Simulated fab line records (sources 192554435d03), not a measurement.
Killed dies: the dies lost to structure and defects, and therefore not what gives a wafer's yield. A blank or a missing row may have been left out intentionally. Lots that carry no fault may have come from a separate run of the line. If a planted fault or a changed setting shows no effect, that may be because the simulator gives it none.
What tool caused it? -- flow n5_finfet -- Sampling: 9 lots, 27 wafers, 5 of 1938 route steps

## WHAT EACH GAUGE READ, for each wafer
N5_DUMMY_GATE_INSPECT_17: inspects for defects (brightfield). Usual: raw_defect_count 207, standard deviation 51.
lot,measured,on,raw_defect_count,flag
L623,day 2 22:09,defect_inspect-02,189 207 222,
L625,day 3 09:34,defect_inspect-02,181 120 148,
L626,day 3 15:30,defect_inspect-01,145 248 147,
L627,day 3 20:40,defect_inspect-01,223 197 268,
L636,day 6 05:55,defect_inspect-01,178 190 207,
L637,day 6 09:40,defect_inspect-01,190 144 150,
L638,day 6 16:56,defect_inspect-01,201 152 238,
L639,day 6 22:18,defect_inspect-01,149 220 260,
L640,day 7 04:13,defect_inspect-02,283 153 165,

N5_BEOL_M4_RC_MEAS_101. Usual: DIBL_N 36.4 mV/V, standard deviation 1.4; DIBL_P 36.3 mV/V, standard deviation 1.8; IOFF_N 0.163 nA/um, standard deviation 0.024; IOFF_P 0.21 nA/um, standard deviation 0.034; ION_N 673 uA/um, standard deviation 11; ION_P 461 uA/um, standard deviation 7.4; SS_N 71.6 mV/dec, standard deviation 0.52; SS_P 73.3 mV/dec, standard deviation 0.58; VT_N 249.4 mV, standard deviation 2.5; VT_P -250 mV, standard deviation 3.5.
lot,measured,on,DIBL_N (mV/V),DIBL_P (mV/V),IOFF_N (nA/um),IOFF_P (nA/um),ION_N (uA/um),ION_P (uA/um),SS_N (mV/dec),SS_P (mV/dec),VT_N (mV),VT_P (mV),flag
L623,day 8 00:08,prober-02,36.6 35.5 36.9,36.5 34.1 37.0,0.169 0.153 0.187,0.20 0.18 0.21,686 669 699,462 451 465,70.9 70.7 71.5,72.7 72.3 73.4,248.1 248.6 246.2,-253 -252 -252,
L625,day 8 07:10,prober-01,37.2 37.2 37.5,38.0 37.4 38.2,0.170 0.169 0.181,0.25 0.24 0.24,663 668 666,456 462 459,71.9 71.2 71.9,73.8 73.4 73.8,245.9 249.0 246.9,-246 -248 -248,
L626,day 8 18:12,prober-02,36.8 36.2 35.0,37.2 36.3 35.3,0.173 0.167 0.147,0.19 0.19 0.17,674 685 668,449 455 453,71.8 71.4 71.9,73.8 72.5 72.8,246.7 246.7 251.3,-254 -254 -254,
L627,day 9 00:22,prober-02,34.6 36.9 37.7,33.8 36.4 38.1,0.118 0.154 0.176,0.20 0.25 0.27,651 661 682,458 462 477,70.6 72.2 72.1,72.5 72.9 74.1,254.1 247.8 249.6,-248 -247 -243,
L636,day 11 15:20,prober-01,34.8 34.5 36.7,36.0 35.2 36.7,0.148 0.141 0.171,0.22 0.20 0.25,685 681 676,473 464 467,70.6 71.2 71.1,72.5 72.3 73.2,248.2 249.3 245.8,-246 -249 -245,
L637,day 11 17:55,prober-01,34.7 34.5 36.8,35.2 34.6 37.2,0.159 0.148 0.189,0.21 0.20 0.24,685 661 680,465 463 461,71.8 70.6 71.7,73.2 72.9 74.0,247.3 252.2 246.3,-247 -247 -246,
L638,day 11 20:21,prober-01,35.4 34.9 36.1,36.8 35.6 36.5,0.153 0.145 0.154,0.22 0.20 0.21,674 648 666,461 450 458,71.8 71.6 71.9,72.6 73.0 73.0,250.4 251.5 252.0,-249 -251 -251,
L639,day 11 21:12,prober-02,37.7 35.0 35.7,35.9 33.7 33.7,0.174 0.124 0.138,0.21 0.17 0.17,663 661 653,451 455 448,72.5 71.4 71.8,73.4 73.3 72.7,252.2 254.1 252.6,-249 -250 -256,
L640,day 12 02:36,prober-01,36.4 34.9 35.2,37.2 35.6 36.2,0.175 0.147 0.153,0.22 0.19 0.19,676 683 682,461 465 468,71.5 70.5 70.8,73.4 72.6 72.1,248.3 248.1 249.0,-248 -251 -251,

## WHICH TOOL RAN EACH LOT (tool, then ch and the chambers of the sampled wafers, then the start)
lot,N5_STI_FIN_REVEAL_ETCH_34,N5_DUMMY_GATE_CMP_04,N5_DUMMY_GATE_EXPOSE_12
L623,"rie_si-02 ch 0,2,3, day 2 12:36","cmp-03 ch 0,2,3, day 2 17:31","euv_scanner-02 ch 0, day 2 21:56"
L625,"rie_si-05 ch 0,1, day 3 00:10","cmp-03 ch 0,1,2, day 3 04:52","euv_scanner-01 ch 0, day 3 09:20"
L626,"rie_si-06 ch 0,1,3, day 3 05:38","cmp-01 ch 1,3, day 3 10:46","euv_scanner-02 ch 0, day 3 15:17"
L627,"rie_si-05 ch 1,2, day 3 11:23","cmp-01 ch 0,3, day 3 16:03","euv_scanner-02 ch 0, day 3 20:28"
L636,"rie_si-02 ch 1,3, day 5 20:31","cmp-04 ch 0,1,3, day 6 01:12","euv_scanner-02 ch 0, day 6 05:41"
L637,"rie_si-02 ch 1,3, day 6 00:24","cmp-03 ch 2,3, day 6 05:02","euv_scanner-02 ch 0, day 6 09:26"
L638,"rie_si-05 ch 1,2,3, day 6 05:35","cmp-04 ch 1,2,3, day 6 10:13","euv_scanner-01 ch 0, day 6 16:43"
L639,"rie_si-06 ch 0,1, day 6 13:01","cmp-03 ch 0,3, day 6 17:40","euv_scanner-01 ch 0, day 6 22:05"
L640,"rie_si-06 ch 0,3, day 6 18:55","cmp-01 ch 0,1, day 6 23:35","euv_scanner-01 ch 0, day 7 03:59"
- N5_STI_FIN_REVEAL_ETCH_34: etches Si in H2, material Si, target depth 0.97 nm.
- N5_DUMMY_GATE_CMP_04: polishes a-Si.
- N5_DUMMY_GATE_EXPOSE_12: exposes mask GATE, target cd 25 nm.

## AS READ BY THE TOOLS THEMSELVES (means over the sampled wafers that have a number; for cases with no such wafer, the mark the record gives instead)
N5_STI_FIN_REVEAL_ETCH_34. Usual: drypump_motor_current_A 5.9 A, standard deviation 0.41; he_flow_sccm 142.5 sccm, standard deviation 0.42; oes_product_au 1.010 a.u., standard deviation 0.017; throttle_valve_pct 25.94 %, standard deviation 0.28.
lot,tool,drypump_motor_current_A (A),he_flow_sccm (sccm),oes_product_au (a.u.),throttle_valve_pct (%),flag
L623,rie_si-02,6.4,142.4,1.018,25.72,
L625,rie_si-05,5.7,142.7,1.017,25.89,
L626,rie_si-06,5.7,142.4,0.998,26.07,
L627,rie_si-05,6.0,142.1,1.029,25.91,
L636,rie_si-02,5.9,142.4,1.021,25.77,
L637,rie_si-02,5.9,142.3,1.009,25.77,
L638,rie_si-05,5.9,142.4,1.017,25.98,
L639,rie_si-06,5.6,142.4,1.011,26.28,
L640,rie_si-06,5.9,141.9,0.998,26.17,

N5_DUMMY_GATE_CMP_04. Usual: edge_zone_pressure_frac 1.000, standard deviation 0.0052; motor_current_A 9.8 A, standard deviation 1.2; time_to_endpoint_s 13.9 s, standard deviation 1.7.
lot,tool,edge_zone_pressure_frac,motor_current_A (A),time_to_endpoint_s (s),flag
L623,cmp-03,0.998,9.3,13.8,
L625,cmp-03,1.004,9.3,13.3,
L626,cmp-01,0.999,9.1,14.3,
L627,cmp-01,0.996,10.0,13.4,
L636,cmp-04,0.996,9.1,11.2,
L637,cmp-03,0.995,10.0,13.9,
L638,cmp-04,0.997,10.0,15.7,
L639,cmp-03,0.999,9.5,16.8,
L640,cmp-01,1.003,10.4,12.1,

N5_DUMMY_GATE_EXPOSE_12. Usual: exposure_dose_mJ_cm2 33.94, standard deviation 0.044; reticle_temp_C 23.02 C, standard deviation 0.098.
lot,tool,exposure_dose_mJ_cm2,reticle_temp_C (C),flag
L623,euv_scanner-02,33.93,23.04,
L625,euv_scanner-01,34.01,23.05,
L626,euv_scanner-02,33.93,22.93,
L627,euv_scanner-02,33.95,22.94,
L636,euv_scanner-02,33.33,22.93,OFF
L637,euv_scanner-02,33.49,22.99,OFF
L638,euv_scanner-01,33.96,23.03,
L639,euv_scanner-01,34.01,23.11,
L640,euv_scanner-01,33.96,22.94,

## THE ANSWER, worked out from the rows above alone
Rule: a lot is off if the mean of its wafers that have a number lies more than 3 standard deviations from the usual mean. Also off: a lot with no number at a reading for which 4 or more lots have one. Where the step has rows for the other lots, those lots are counted as sound. First the gauges in route order, then the tools' own readings, where a lot's mean is used as printed above. The first step at which some lot is off is used, and at that step the reading that is off furthest; a lot without a number counts as furthest.
Off: L636, L637 (N5_DUMMY_GATE_EXPOSE_12, exposure_dose_mJ_cm2).
A tool fits if, at that step or a process step before it, it ran every lot that is off, and no sound lot after the first of them. This does not decide it: 2 tools fit, namely rie_si-02 at N5_STI_FIN_REVEAL_ETCH_34 and euv_scanner-02 at N5_DUMMY_GATE_EXPOSE_12.

## WHAT WAS PUT IN BY THE SIMULATOR
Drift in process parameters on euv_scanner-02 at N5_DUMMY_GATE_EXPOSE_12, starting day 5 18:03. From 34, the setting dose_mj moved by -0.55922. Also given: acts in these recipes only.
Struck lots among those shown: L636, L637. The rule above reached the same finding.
